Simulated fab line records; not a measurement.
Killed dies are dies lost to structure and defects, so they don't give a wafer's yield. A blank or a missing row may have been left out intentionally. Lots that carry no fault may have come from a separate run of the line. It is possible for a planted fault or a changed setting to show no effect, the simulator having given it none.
Matching of chambers / flow n5-finfet / rie-diel-06 running N5_FIN_SAQP_STRIP_77: 4 sister chambers
The step strips in N2/H2, time 90 s. 30 wafers are shown with their chamber, then 12 later ones without.

WAFERS WITH THEIR CHAMBER
wafer=L075.2; chamber=0; drypump-motor-current-A (A)=6.4; showerhead-plenum-p-Torr (Torr)=3.43; throttle-valve-pct (%)=12.05
wafer=L075.3; chamber=3; drypump-motor-current-A (A)=6.4; showerhead-plenum-p-Torr (Torr)=3.53; throttle-valve-pct (%)=12.17
wafer=L075.6; chamber=0; drypump-motor-current-A (A)=6.4; showerhead-plenum-p-Torr (Torr)=3.43; throttle-valve-pct (%)=12.03
wafer=L076.1; chamber=1; drypump-motor-current-A (A)=5.8; showerhead-plenum-p-Torr (Torr)=3.31; throttle-valve-pct (%)=11.91
wafer=L076.3; chamber=0; drypump-motor-current-A (A)=6.4; showerhead-plenum-p-Torr (Torr)=3.43; throttle-valve-pct (%)=12.04
wafer=L076.6; chamber=0; drypump-motor-current-A (A)=6.4; showerhead-plenum-p-Torr (Torr)=3.43; throttle-valve-pct (%)=12.04
wafer=L077.2; chamber=2; drypump-motor-current-A (A)=4.9; showerhead-plenum-p-Torr (Torr)=3.38; throttle-valve-pct (%)=12.33
wafer=L077.4; chamber=0; drypump-motor-current-A (A)=6.4; showerhead-plenum-p-Torr (Torr)=3.43; throttle-valve-pct (%)=12.03
wafer=L077.6; chamber=1; drypump-motor-current-A (A)=5.7; showerhead-plenum-p-Torr (Torr)=3.31; throttle-valve-pct (%)=11.92
wafer=L080.1; chamber=2; drypump-motor-current-A (A)=4.9; showerhead-plenum-p-Torr (Torr)=3.38; throttle-valve-pct (%)=12.35
wafer=L080.3; chamber=3; drypump-motor-current-A (A)=6.4; showerhead-plenum-p-Torr (Torr)=3.53; throttle-valve-pct (%)=12.18
wafer=L080.5; chamber=1; drypump-motor-current-A (A)=5.8; showerhead-plenum-p-Torr (Torr)=3.31; throttle-valve-pct (%)=11.93
wafer=L081.1; chamber=1; drypump-motor-current-A (A)=5.8; showerhead-plenum-p-Torr (Torr)=3.30; throttle-valve-pct (%)=11.95
wafer=L081.2; chamber=2; drypump-motor-current-A (A)=4.9; showerhead-plenum-p-Torr (Torr)=3.38; throttle-valve-pct (%)=12.35
wafer=L081.4; chamber=1; drypump-motor-current-A (A)=5.7; showerhead-plenum-p-Torr (Torr)=3.30; throttle-valve-pct (%)=11.93
wafer=L083.1; chamber=2; drypump-motor-current-A (A)=4.9; showerhead-plenum-p-Torr (Torr)=3.38; throttle-valve-pct (%)=12.36
wafer=L083.2; chamber=0; drypump-motor-current-A (A)=6.4; showerhead-plenum-p-Torr (Torr)=3.42; throttle-valve-pct (%)=12.07
wafer=L083.3; chamber=1; drypump-motor-current-A (A)=5.8; showerhead-plenum-p-Torr (Torr)=3.30; throttle-valve-pct (%)=11.94
wafer=L083.4; chamber=2; drypump-motor-current-A (A)=4.9; showerhead-plenum-p-Torr (Torr)=3.38; throttle-valve-pct (%)=12.35
wafer=L083.5; chamber=0; drypump-motor-current-A (A)=6.4; showerhead-plenum-p-Torr (Torr)=3.42; throttle-valve-pct (%)=12.07
wafer=L083.6; chamber=1; drypump-motor-current-A (A)=5.8; showerhead-plenum-p-Torr (Torr)=3.30; throttle-valve-pct (%)=11.96
wafer=L084.1; chamber=0; drypump-motor-current-A (A)=6.4; showerhead-plenum-p-Torr (Torr)=3.42; throttle-valve-pct (%)=12.06
wafer=L084.2; chamber=1; drypump-motor-current-A (A)=5.8; showerhead-plenum-p-Torr (Torr)=3.30; throttle-valve-pct (%)=11.96
wafer=L084.3; chamber=2; drypump-motor-current-A (A)=4.9; showerhead-plenum-p-Torr (Torr)=3.38; throttle-valve-pct (%)=12.36
wafer=L084.4; chamber=1; drypump-motor-current-A (A)=5.8; showerhead-plenum-p-Torr (Torr)=3.30; throttle-valve-pct (%)=11.96
wafer=L084.5; chamber=0; drypump-motor-current-A (A)=6.4; showerhead-plenum-p-Torr (Torr)=3.42; throttle-valve-pct (%)=12.06
wafer=L084.6; chamber=2; drypump-motor-current-A (A)=4.9; showerhead-plenum-p-Torr (Torr)=3.38; throttle-valve-pct (%)=12.38
wafer=L092.1; chamber=1; drypump-motor-current-A (A)=5.8; showerhead-plenum-p-Torr (Torr)=3.29; throttle-valve-pct (%)=12.01
wafer=L092.2; chamber=0; drypump-motor-current-A (A)=6.4; showerhead-plenum-p-Torr (Torr)=3.41; throttle-valve-pct (%)=12.12
wafer=L092.5; chamber=2; drypump-motor-current-A (A)=4.9; showerhead-plenum-p-Torr (Torr)=3.37; throttle-valve-pct (%)=12.39

SIGNATURES (averages over the wafers above)
reading=drypump-motor-current-A; chamber 0=6.400; chamber 1=5.780; chamber 2=4.900; chamber 3=6.400; scatter within a chamber=0.0248
reading=showerhead-plenum-p-Torr; chamber 0=3.4240; chamber 1=3.3020; chamber 2=3.3788; chamber 3=3.5300; scatter within a chamber=0.00584
reading=throttle-valve-pct; chamber 0=12.0570; chamber 1=11.9470; chamber 2=12.3588; chamber 3=12.1750; scatter within a chamber=0.0249
Rule: for each reading, subtract the chamber's mean from the wafer's reading, divide by that reading's scatter and square the result; add these up over the readings and take the root, which gives the wafer's distance from the chamber. The wafer belongs to the nearest chamber; if the next one is less than 2 further off, it can't be placed. The scatter: the root of (the sum of the squares of (reading less its chamber's mean) over the shown wafers, divided by (wafers less chambers)).

WAFERS WITHOUT THEIR CHAMBER
wafer=L095.1; drypump-motor-current-A (A)=6.4; showerhead-plenum-p-Torr (Torr)=3.41; throttle-valve-pct (%)=12.14
wafer=L095.2; drypump-motor-current-A (A)=4.9; showerhead-plenum-p-Torr (Torr)=3.36; throttle-valve-pct (%)=12.42
wafer=L095.3; drypump-motor-current-A (A)=5.8; showerhead-plenum-p-Torr (Torr)=3.29; throttle-valve-pct (%)=12.03
wafer=L095.4; drypump-motor-current-A (A)=5.8; showerhead-plenum-p-Torr (Torr)=3.29; throttle-valve-pct (%)=12.01
wafer=L095.5; drypump-motor-current-A (A)=4.9; showerhead-plenum-p-Torr (Torr)=3.36; throttle-valve-pct (%)=12.44
wafer=L095.6; drypump-motor-current-A (A)=6.4; showerhead-plenum-p-Torr (Torr)=3.41; throttle-valve-pct (%)=12.13
wafer=L096.4; drypump-motor-current-A (A)=5.8; showerhead-plenum-p-Torr (Torr)=3.29; throttle-valve-pct (%)=12.03
wafer=L096.5; drypump-motor-current-A (A)=4.9; showerhead-plenum-p-Torr (Torr)=3.36; throttle-valve-pct (%)=12.44
wafer=L096.6; drypump-motor-current-A (A)=6.4; showerhead-plenum-p-Torr (Torr)=3.41; throttle-valve-pct (%)=12.14
wafer=L097.2; drypump-motor-current-A (A)=6.4; showerhead-plenum-p-Torr (Torr)=3.41; throttle-valve-pct (%)=12.18
wafer=L097.3; drypump-motor-current-A (A)=5.8; showerhead-plenum-p-Torr (Torr)=3.28; throttle-valve-pct (%)=12.05
wafer=L097.6; drypump-motor-current-A (A)=6.4; showerhead-plenum-p-Torr (Torr)=3.41; throttle-valve-pct (%)=12.16

WHICH CHAMBER EACH WENT THROUGH
wafer=L095.1; from the rows above=0; in truth=0
wafer=L095.2; from the rows above=2; in truth=2
wafer=L095.3; from the rows above=1; in truth=1
wafer=L095.4; from the rows above=1; in truth=1
wafer=L095.5; from the rows above=2; in truth=2
wafer=L095.6; from the rows above=0; in truth=0
wafer=L096.4; from the rows above=1; in truth=1
wafer=L096.5; from the rows above=2; in truth=2
wafer=L096.6; from the rows above=0; in truth=0
wafer=L097.2; from the rows above=0; in truth=0
wafer=L097.3; from the rows above=1; in truth=1
wafer=L097.6; from the rows above=0; in truth=0
12 of 12 placed correctly. Not placeable from these rows: 0. 0 placed wrongly.
